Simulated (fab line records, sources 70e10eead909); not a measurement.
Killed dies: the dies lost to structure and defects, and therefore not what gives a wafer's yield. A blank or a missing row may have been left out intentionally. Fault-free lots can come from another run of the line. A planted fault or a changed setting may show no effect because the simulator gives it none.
Chamber matching | flow nand-harc | pecvd-01 running NHARC_P_M0_DEP_32: 3 sister chambers
The step deposits SiCN, target thk 30 nm. 6 wafers are shown with their chamber, then 10 later ones without.

## EACH WAFER AND ITS CHAMBER
wafer  | chamber | heater-power-w (W)
L084.6 | 0       | 651
L085.4 | 0       | 665
L085.5 | 2       | 506
L085.6 | 1       | 745
L094.4 | 1       | 809
L094.5 | 2       | 519

## WAFERS MISSING THEIR CHAMBER
wafer  | heater-power-w (W)
L094.6 | 580
L095.2 | 591
L095.4 | 520
L095.5 | 754
L096.1 | 441
L096.4 | 658
L096.5 | 676
L097.1 | 732
L097.3 | 531
L097.5 | 580

## EACH ONE'S CHAMBER
wafer  | from the rows above     | in truth
L094.6 | can't be placed: 2 or 0 | 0
L095.2 | can't be placed: 0 or 2 | 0
L095.4 | 2                       | 2
L095.5 | 1                       | 1
L096.1 | 2                       | 2
L096.4 | 0                       | 0
L096.5 | 0                       | 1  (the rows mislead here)
L097.1 | can't be placed: 1 or 0 | 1
L097.3 | 2                       | 2
L097.5 | can't be placed: 2 or 0 | 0
Placed correctly: 5 of 10. Can't be placed from these rows: 4 (the true chamber is among the candidates in 4). Number placed wrongly: 1.
How it was worked out, from the rows above alone: a wafer's distance from a chamber is the root of the sum, over the readings, of the square of ((its reading less the chamber's mean) divided by the reading's scatter). If the next closest chamber is less than 2 further off than the closest, the wafer can't be placed; otherwise it belongs to the closest. For every chamber, the mean is computed from those of its wafers that are shown. How the scatter is found: for the shown wafers, subtract from each reading the mean of its chamber, square and add these, divide the total by (wafers less chambers), then take the root.
